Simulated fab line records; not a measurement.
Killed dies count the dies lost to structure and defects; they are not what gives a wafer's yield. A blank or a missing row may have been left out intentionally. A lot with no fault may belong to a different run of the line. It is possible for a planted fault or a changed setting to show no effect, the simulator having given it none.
Comparing a struck lot with a sound one + flow n5 finfet + 34 out of 1938 route steps
Sound: the wafers L225.2, L225.4, L225.6. Struck: wafer L215.1; the same lot's L215.5 was not struck, so it is left out; see the end for the cause.
Each step with rows lists, per side, the tool, then ch with its chambers, then its first start. Under that, the readings that differ: sound wafers + struck wafers + difference of the means + sigmas: that difference in standard deviations of wafers without a fault.
alike: a reading whose means differ by less than 2 such deviations, as well as words and numbers matching on both sides. not compared: withheld readings; readings where some wafer has no value; bounds like >300 that might hide an equal value; numbers whose values overlap and for which the record gives no deviation.
A row with sigmas, a row that says differs or no value, or rows on one side alone: a step with any of these is where the two part. Numbers that have no deviation but don't overlap get no sigmas and don't part them. Lack of a reading on every wafer of one side parts them only where that side has two or more wafers.

first, 8 steps without rows for these wafers: N5_BEOL_M8_ECD_50 (material Cu, target thk 300 nm); N5_BEOL_M8_ANNEAL_51 (time 90 s); N5_BEOL_M8_CMP_52 (polishes, stops on SiCOH lowk, t overpolish 6.9 s, target thk 80 nm); N5_BEOL_M8_PRE_CLEAN_55 (time 15 s); N5_BEOL_M8_DEP_56 (deposits SiCN from 3MS/NH3, target thk 10 nm, time 17.5 s); N5_BEOL_M9_ILD_DEP_00 (deposits SiCOH lowk from DEMS/porogen, target thk 308.51 nm, time 58 s); N5_BEOL_M9_CURE_71 (cures SiCOH lowk, time 240 s); N5_BEOL_M9_PECVD_70 (deposits SiO2 from TEOS/O2, target thk 20 nm, time 22.7 s).
N5_BEOL_M9_HM_DEP_02: deposits TiN, target thk 20 nm.
  sound: pvd sputter-01 at day 15 00:32; struck: pvd sputter-02 at day 11 22:05
| reading                                    | sound        | struck | difference | sigmas |
|--------------------------------------------|--------------|--------|------------|--------|
| model.TiN_of_BEOL_M9_HM_DEP_02.thk nm (nm) | 20.2 20.2 20 | 11.4   | -8.7       |        |
  alike: throttle valve pct
then, 13 steps without rows for these wafers: N5_BEOL_M9_COAT_59 (time 60 s, resist thk 100 nm); N5_BEOL_M9_COAT_60 (time 60 s, resist thk 30 nm); N5_BEOL_M9_COAT_05 (resist thk 90 nm); N5_BEOL_M9_EBR_07; N5_BEOL_M9_SOFTBAKE_06 (time 60 s); N5_BEOL_M9_EXPOSE_08 (exposes mask M9); N5_BEOL_M9_PEB_09 (peb time 60 s); N5_BEOL_M9_DEVELOP_10 (develop time 30 s); N5_BEOL_M9_DESCUM_16 (chemistry O2, time 7.9 s); N5_BEOL_M9_ETCH_61 (etches SiARC in CF4, target depth 39 nm, time 65 s); N5_BEOL_M9_ETCH_62 (etches SOC in N2/H2, target depth 110 nm, overetch 22 nm, time 165 s); N5_BEOL_M9_STRIP_68 (strips in N2/H2); N5_BEOL_M9_STRIP_67 (strips in CF4).
N5_BEOL_M9_HM_OPEN_17: chemistry Cl2/BCl3, target TiN, target depth 20 nm, overetch 6 nm.
  sound on rie metal-02 ch 0, day 15 01:37; struck on rie metal-03 ch 1, day 11 22:56
| reading                  | sound             | struck | difference                   | sigmas |
|--------------------------|-------------------|--------|------------------------------|--------|
| oes product au (a.u.)    | 0.70 0.71 0.70    | 0.43   | -0.27                        | -3     |
| rf hours counter h (h)   | - - -             | 92     | no value on the sound wafers |        |
| throttle valve pct (%)   | 21.98 21.98 21.98 | 22.62  | +0.64                        | +3     |
| model.etch.depth nm (nm) | 20.25 20.28 19.99 | 11.33  | -8.84                        |        |
  alike: drypump motor current A
then, 10 steps without rows for these wafers: N5_BEOL_M9_STRIP_19 (strips in O2); N5_BEOL_M9_COAT_63 (time 60 s, resist thk 60 nm); N5_BEOL_M9_COAT_64 (time 60 s, resist thk 12 nm); N5_BEOL_M9_COAT_75 (time 60 s, resist thk 5 nm); N5_BEOL_M9_COAT_22 (resist thk 30 nm); N5_BEOL_M9_EBR_24; N5_BEOL_M9_SOFTBAKE_23 (time 60 s); N5_BEOL_M9_EXPOSE_25 (exposes mask V8); N5_BEOL_M9_PEB_26 (peb time 60 s); N5_BEOL_M9_DEVELOP_27 (develop time 30 s).
N5_BEOL_M9_TRENCH_ETCH_37: etches SiCOH lowk in C4F6/O2, target depth 151.43 nm, time 49 s.
  sound on rie diel-05 ch 0,2,3; struck on rie diel-06 ch 2
| reading                                    | sound      | struck | difference | sigmas |
|--------------------------------------------|------------|--------|------------|--------|
| model.TiN_of_BEOL_M9_HM_DEP_02.thk nm (nm) | 16 16 15.8 | 7.2    | -8.7       |        |
  alike: drypump motor current A, oes product au, rf vpp V, showerhead plenum p Torr, throttle valve pct
  not compared: rf hours counter h

== WHERE THEY PART ==
Only at N5_BEOL_M9_HM_OPEN_17, as far as this record shows. Later steps at which nothing parts them and some readings are alike: N5_BEOL_M9_TRENCH_ETCH_37.

WHY: what had been put in by the simulator
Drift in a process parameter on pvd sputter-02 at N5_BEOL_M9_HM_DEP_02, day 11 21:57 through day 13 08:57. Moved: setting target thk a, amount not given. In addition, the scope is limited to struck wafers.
